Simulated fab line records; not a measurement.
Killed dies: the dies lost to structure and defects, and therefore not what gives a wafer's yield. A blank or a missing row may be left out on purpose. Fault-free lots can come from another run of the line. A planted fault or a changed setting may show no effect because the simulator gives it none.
Matching of chambers | flow n5Finfet | cmp-02 running N5_GATE_CUT_CMP_43: 4 sister chambers
The step polishes SiO2. 4 wafers are shown with their chamber, then 9 later ones without.

EACH WAFER AND ITS CHAMBER
wafer  | chamber | motorCurrentA (A)
L075.5 | 1       | 10.8
L085.4 | 0       | 13.9
L088.4 | 3       | 11.7
L088.6 | 2       | 12.5

WAFERS WHOSE CHAMBER IS MISSING
wafer  | motorCurrentA (A)
L089.1 | 11.2
L089.2 | 13.3
L089.3 | 11.1
L095.2 | 11.1
L095.3 | 11.6
L095.4 | 12.5
L092.4 | 12.0
L092.5 | 13.3
L092.6 | 11.0

WHICH CHAMBER EACH ONE RAN IN
wafer  | from the rows above     | in truth
L089.1 | can't be placed: 1 or 3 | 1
L089.2 | can't be placed: 0 or 2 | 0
L089.3 | can't be placed: 1 or 3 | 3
L095.2 | can't be placed: 1 or 3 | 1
L095.3 | can't be placed: 3 or 1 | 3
L095.4 | 2                       | 2
L092.4 | can't be placed: 3 or 2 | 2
L092.5 | can't be placed: 0 or 2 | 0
L092.6 | can't be placed: 1 or 3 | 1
1 of 9 placed correctly. From these rows, 8 cannot be placed; in 8 the true chamber is one of the candidates. Number placed wrongly: 0.
How it was worked out, from the rows above alone: a wafer's distance from a chamber is the root of the sum, over the readings, of the square of ((its reading less the chamber's mean) divided by the reading's scatter). If the next closest chamber is less than 2 further off than the closest, the wafer can't be placed; otherwise it belongs to the closest. For every chamber, the mean is computed from those of its wafers that are shown. The scatter (one wafer shown for each chamber): square how far every hidden wafer sits from the nearest shown wafer, average those squares and take the square root.
